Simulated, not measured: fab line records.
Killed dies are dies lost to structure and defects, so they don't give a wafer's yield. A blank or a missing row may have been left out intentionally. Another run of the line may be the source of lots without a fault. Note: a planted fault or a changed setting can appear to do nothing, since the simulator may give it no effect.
A struck lot beside a sound one / flow nand harc / 15 steps out of a route of 1159
Sound: wafers L911.3, L911.4, L911.5. Struck: wafers L920.1, L920.5, L920.6. At the end, the cause is stated.
At each step with rows: each side's tool, then ch and its chambers, then its first start. Under that, the readings that differ: sound wafers / struck wafers / difference of the means / sigmas: that difference in standard deviations of wafers without a fault.
alike: readings with means less than 2 such deviations apart, plus words and numbers identical on both sides. not compared: withheld readings, readings lacking a value on some wafer, bounds such as >300 that could conceal the same value, and numbers that have no deviation in the record and whose values overlap.
A row with sigmas, a row that says differs or no value, or rows on one side alone: a step with any of these is where the two part. Numbers that have no deviation but don't overlap get no sigmas and don't part them. A reading that every wafer of one side lacks parts them only if that side has two wafers or more.

NHARC_A_STAIRCASE_TRIM_26: chemistry O2, time 211.2 s.
  sound: rie diel-11 ch 0,1; struck: rie diel-01 ch 1,2
  alike: drypump motor current A, oes product au, rf vpp V, showerhead plenum p Torr, throttle valve pct
  not compared: rf hours counter h
NHARC_A_STAIRCASE_ETCH_27: etches the open film in C4F8/O2, target depth 100 nm, time 40.5 s.
  sound: rie diel-11 ch 0,2,3; struck: rie diel-01 ch 2,3
  alike: oes product au, rf vpp V
  not compared: rf hours counter h
NHARC_A_STAIRCASE_STRIP_175: strips in O2.
  sound on plasma asher-02 ch 0,1, day 12 21:06; struck on plasma asher-02 ch 0,1, day 15 14:04
  alike: drypump motor current A, heater power w
  not compared: rf hours counter h
then, 8 steps without rows for these wafers: NHARC_A_STAIRCASE_STRIP_148 (strips in SPM, time 900 s); NHARC_A_STAIRCASE_PRECLEAN_149 (cleans in SC1); NHARC_A_STAIRCASE_SRD_150; NHARC_A_STAIRCASE_DEHYDRATE_176 (time 120 s); NHARC_A_STAIRCASE_HMDS_177 (time 30 s); NHARC_A_STAIRCASE_COAT_178; NHARC_A_STAIRCASE_SOFTBAKE_179 (time 170 s); NHARC_A_STAIRCASE_EBR_180.
NHARC_A_STAIRCASE_EXPOSE_181: exposes mask STAIR 2.
  sound on krf scanner-02 ch 0, day 12 22:09; struck on krf scanner-02 ch 0, day 15 15:05
reading=exposure dose mJ cm2; sound=27.860 27.852 27.883; struck=36.745 36.742 36.716; difference=+8.869; sigmas=+99 or more
  alike: mask
then, 2 steps without rows for these wafers: NHARC_A_STAIRCASE_PEB_182 (peb time 130 s); NHARC_A_STAIRCASE_DEVELOP_183 (time 140 s).
-- break in the record here, with 9 days between the starts of the struck wafers on either side (left off in module A_STAIRCASE, picked up again in module END, where the first step shown is number 1159 on the route) --
NHARC_END_SORT_01:
  sound on prober-02 ch 0, day 21 09:17; struck on prober-02 ch 0, day 24 04:55
  alike: killed at array, killed at other, killed at periphery, killed dies, killed open, killed short

## WHERE THEY PART
Within this record, at NHARC_A_STAIRCASE_EXPOSE_181 only. Later steps at which nothing parts them and some readings are alike: NHARC_END_SORT_01.

WHY: what had been put in by the simulator
Process parameters drifting: krf scanner-02 at NHARC_A_STAIRCASE_EXPOSE_181, beginning at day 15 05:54. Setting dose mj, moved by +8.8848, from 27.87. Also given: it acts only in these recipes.
